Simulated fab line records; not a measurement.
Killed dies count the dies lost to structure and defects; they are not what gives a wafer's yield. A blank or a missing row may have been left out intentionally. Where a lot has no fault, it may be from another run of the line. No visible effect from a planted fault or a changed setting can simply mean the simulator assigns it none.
Matching of chambers	flow n5-finfet	N5_SD_EPI_P_ETCH_47 on rie-diel-06 has 4 sister chambers
The step etches SiOCN in CH3F/O2, target depth 25 nm. 8 wafers are shown with their chamber, then 8 later ones without.

## EACH WAFER AND ITS CHAMBER
wafer	chamber	drypump-motor-current-A (A)	throttle-valve-pct (%)
L081.6	0	5.0	16.14
L083.1	1	5.6	16.03
L083.2	3	5.5	16.53
L083.4	2	5.5	16.06
L085.3	3	5.6	16.53
L085.4	1	5.7	16.04
L085.5	0	5.0	16.15
L088.2	2	5.5	16.07

## WAFERS MISSING THEIR CHAMBER
wafer	drypump-motor-current-A (A)	throttle-valve-pct (%)
L088.3	5.6	16.55
L088.6	5.6	16.55
L092.2	5.5	16.08
L092.5	5.5	16.07
L092.6	5.7	16.04
L097.1	5.0	16.19
L097.3	5.5	16.11
L097.6	5.6	16.07

## WHICH CHAMBER EACH WENT THROUGH
wafer	from the rows above	in truth
L088.3	3	3
L088.6	3	3
L092.2	2	2
L092.5	2	2
L092.6	1	1
L097.1	0	0
L097.3	2	2
L097.6	2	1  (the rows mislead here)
Correct placement for 7 of the 8. Left unplaced by these rows: 0. 1 placed wrongly.
How it was worked out, from the rows above alone: a wafer's distance from a chamber is the root of the sum, over the readings, of the square of ((its reading less the chamber's mean) divided by the reading's scatter). The wafer belongs to the nearest chamber; if the next one is less than 2 further off, it can't be placed. The mean given for a chamber averages the wafers shown for that chamber. The scatter is the square root of a quotient: the sum, over the shown wafers, of each reading's squared deviation from its chamber's mean, divided by wafers minus chambers.
